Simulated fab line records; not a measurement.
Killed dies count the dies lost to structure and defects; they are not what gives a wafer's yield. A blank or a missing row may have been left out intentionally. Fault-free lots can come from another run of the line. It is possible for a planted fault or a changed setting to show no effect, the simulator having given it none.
Which tool is to blame? || flow n5-finfet || 12 lots with 36 wafers sampled at 3 steps, on a route of 1938 steps

== WHAT THE GAUGES SHOWED, per wafer ==
N5_BEOL_M8_CD_MEAS_35 targets a cd of 40 nm.
{"lot": "L074", "measured": "day 9 20:17", "on": "cd-sem-02", "cd-nm (nm)": "41.1 40.6 38.7"}
{"lot": "L077", "measured": "day 10 08:50", "on": "cd-sem-03", "cd-nm (nm)": "39.7 41.8 40.4"}
{"lot": "L080", "measured": "day 10 17:56", "on": "cd-sem-03", "cd-nm (nm)": "39.7 39.1 40.7"}
{"lot": "L081", "measured": "day 11 03:44", "on": "cd-sem-03", "cd-nm (nm)": "40.0 42.0 40.7"}
{"lot": "L082", "measured": "day 11 19:34", "on": "cd-sem-01", "cd-nm (nm)": "40.9 39.8 39.5"}
{"lot": "L085", "measured": "day 12 03:24", "on": "cd-sem-03", "cd-nm (nm)": "39.4 40.7 38.4"}
{"lot": "L087", "measured": "day 13 09:49", "on": "cd-sem-03", "cd-nm (nm)": "40.7 39.1 40.6"}
{"lot": "L088", "measured": "day 14 07:35", "on": "cd-sem-02", "cd-nm (nm)": "39.8 41.3 39.3"}
{"lot": "L090", "measured": "day 14 17:05", "on": "cd-sem-02", "cd-nm (nm)": "40.4 40.5 41.1"}
{"lot": "L092", "measured": "day 14 18:14", "on": "cd-sem-03", "cd-nm (nm)": "39.8 39.8 39.9"}
{"lot": "L095", "measured": "day 15 05:05", "on": "cd-sem-02", "cd-nm (nm)": "40.3 38.9 39.7"}
{"lot": "L096", "measured": "day 15 19:41", "on": "cd-sem-02", "cd-nm (nm)": "40.8 40.5 41.0"}

== EACH LOT AND THE TOOL THAT RAN IT (in order: tool; ch and the chambers of the sampled wafers; start) ==
{"lot": "L074", "N5_BEOL_M8_ETCH_41": "rie-diel-03 ch 0,1, day 9 20:17 or earlier", "N5_BEOL_M8_STRIP_80": "rie-diel-03 ch 0,1, day 9 20:17 or earlier"}
{"lot": "L077", "N5_BEOL_M8_ETCH_41": "rie-diel-05 ch 2,3, day 10 08:50 or earlier", "N5_BEOL_M8_STRIP_80": "rie-diel-05 ch 2,3, day 10 08:50 or earlier"}
{"lot": "L080", "N5_BEOL_M8_ETCH_41": "rie-diel-03 ch 0,2, day 10 17:56 or earlier", "N5_BEOL_M8_STRIP_80": "rie-diel-03 ch 0,2, day 10 17:56 or earlier"}
{"lot": "L081", "N5_BEOL_M8_ETCH_41": "rie-diel-03 ch 0,1,2, day 11 03:44 or earlier", "N5_BEOL_M8_STRIP_80": "rie-diel-03 ch 0,1,2, day 11 03:44 or earlier"}
{"lot": "L082", "N5_BEOL_M8_ETCH_41": "rie-diel-01 ch 0,1, day 11 19:34 or earlier", "N5_BEOL_M8_STRIP_80": "rie-diel-01 ch 0,1, day 11 19:34 or earlier"}
{"lot": "L085", "N5_BEOL_M8_ETCH_41": "rie-diel-03 ch 0,2,3, day 12 03:24 or earlier", "N5_BEOL_M8_STRIP_80": "rie-diel-03 ch 0,2,3, day 12 03:24 or earlier"}
{"lot": "L087", "N5_BEOL_M8_ETCH_41": "rie-diel-05 ch 2,3, day 13 09:49 or earlier", "N5_BEOL_M8_STRIP_80": "rie-diel-05 ch 2,3, day 13 09:49 or earlier"}
{"lot": "L088", "N5_BEOL_M8_ETCH_41": "rie-diel-01 ch 0,1,3, day 14 07:35 or earlier", "N5_BEOL_M8_STRIP_80": "rie-diel-01 ch 0,1,3, day 14 07:35 or earlier"}
{"lot": "L090", "N5_BEOL_M8_ETCH_41": "rie-diel-05 ch 1,2,3, day 14 17:05 or earlier", "N5_BEOL_M8_STRIP_80": "rie-diel-05 ch 1,2,3, day 14 17:05 or earlier"}
{"lot": "L092", "N5_BEOL_M8_ETCH_41": "rie-diel-03 ch 0,2, day 14 18:14 or earlier", "N5_BEOL_M8_STRIP_80": "rie-diel-03 ch 0,2, day 14 18:14 or earlier"}
{"lot": "L095", "N5_BEOL_M8_ETCH_41": "rie-diel-05 ch 0,1,3, day 15 05:05 or earlier", "N5_BEOL_M8_STRIP_80": "rie-diel-05 ch 0,1,3, day 15 05:05 or earlier"}
{"lot": "L096", "N5_BEOL_M8_ETCH_41": "rie-diel-03 ch 0,1,2, day 15 19:41 or earlier", "N5_BEOL_M8_STRIP_80": "rie-diel-03 ch 0,1,2, day 15 19:41 or earlier"}
- N5_BEOL_M8_ETCH_41: etches SiCN in CH3F/O2, target depth 31.9 nm, time 57.8 s.
- N5_BEOL_M8_STRIP_80: strips in N2/H2, time 10 s.

== THE ANSWER, worked out from the rows above alone ==
Rule: the usual values come from the lots themselves. The widest of any qualifying gaps counts: lots, ordered by their means at a reading, are off when they make up no more than a third of the lots, leave a main group of 4 or more, and stand apart from it by 3 or more times the standard deviation of that group's means. A main group is skipped when, at the precision printed for the reading in the tables above, its means are all equal. A lot without any number at a reading at which 4 lots or more have one is off too. All remaining lots with rows at the step are treated as sound.
No lot is off at any reading shown: from this, nothing can be told.

== WHAT THE SIMULATOR HAD INSERTED ==
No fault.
